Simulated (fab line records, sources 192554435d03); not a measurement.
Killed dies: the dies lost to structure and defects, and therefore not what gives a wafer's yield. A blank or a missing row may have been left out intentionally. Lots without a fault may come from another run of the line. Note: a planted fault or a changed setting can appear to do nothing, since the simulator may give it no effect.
Chamber matching || flow n5-finfet || 4 sister chambers for N5_FIN_SAQP_HM_OPEN_73 on rie-diel-03
The step chemistry CHF3/O2, target SiO2, stops on a-Si, target depth 12 nm, time 16.8 s. 4 wafers are shown with their chamber, then 11 later ones without.

## WAFERS WITH THEIR CHAMBER
{"wafer": "L088.2", "chamber": 2, "rf-vpp-V (V)": 518}
{"wafer": "L088.4", "chamber": 0, "rf-vpp-V (V)": 534}
{"wafer": "L088.5", "chamber": 3, "rf-vpp-V (V)": 520}
{"wafer": "L089.2", "chamber": 1, "rf-vpp-V (V)": 541}

## WAFERS WITH NO CHAMBER GIVEN
{"wafer": "L089.3", "rf-vpp-V (V)": 519}
{"wafer": "L089.5", "rf-vpp-V (V)": 543}
{"wafer": "L093.2", "rf-vpp-V (V)": 517}
{"wafer": "L093.3", "rf-vpp-V (V)": 533}
{"wafer": "L093.4", "rf-vpp-V (V)": 520}
{"wafer": "L095.2", "rf-vpp-V (V)": 544}
{"wafer": "L095.3", "rf-vpp-V (V)": 519}
{"wafer": "L095.4", "rf-vpp-V (V)": 518}
{"wafer": "L097.2", "rf-vpp-V (V)": 544}
{"wafer": "L097.4", "rf-vpp-V (V)": 520}
{"wafer": "L097.5", "rf-vpp-V (V)": 519}

## CHAMBER TAKEN BY EACH
{"wafer": "L089.3", "from the rows above": "can't be placed: 2 or 3", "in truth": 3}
{"wafer": "L089.5", "from the rows above": 1, "in truth": 1}
{"wafer": "L093.2", "from the rows above": "can't be placed: 2 or 3", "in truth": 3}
{"wafer": "L093.3", "from the rows above": 0, "in truth": 0}
{"wafer": "L093.4", "from the rows above": "can't be placed: 3 or 2", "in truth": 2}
{"wafer": "L095.2", "from the rows above": 1, "in truth": 1}
{"wafer": "L095.3", "from the rows above": "can't be placed: 2 or 3", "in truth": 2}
{"wafer": "L095.4", "from the rows above": "can't be placed: 2 or 3", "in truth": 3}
{"wafer": "L097.2", "from the rows above": 1, "in truth": 1}
{"wafer": "L097.4", "from the rows above": "can't be placed: 3 or 2", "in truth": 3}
{"wafer": "L097.5", "from the rows above": "can't be placed: 2 or 3", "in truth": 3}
Placed correctly: 4 of 11. Cannot be placed on the basis of these rows: 7; the candidates contain the true chamber in 7. 0 placed wrongly.
How it was worked out, from the rows above alone: a wafer's distance from a chamber is the root of the sum, over the readings, of the square of ((its reading less the chamber's mean) divided by the reading's scatter). If the next closest chamber is less than 2 further off than the closest, the wafer can't be placed; otherwise it belongs to the closest. Each chamber's mean is taken over the wafers shown for it. The scatter: root of mean squared gap, hidden wafer to nearest shown wafer, with one shown wafer a chamber.
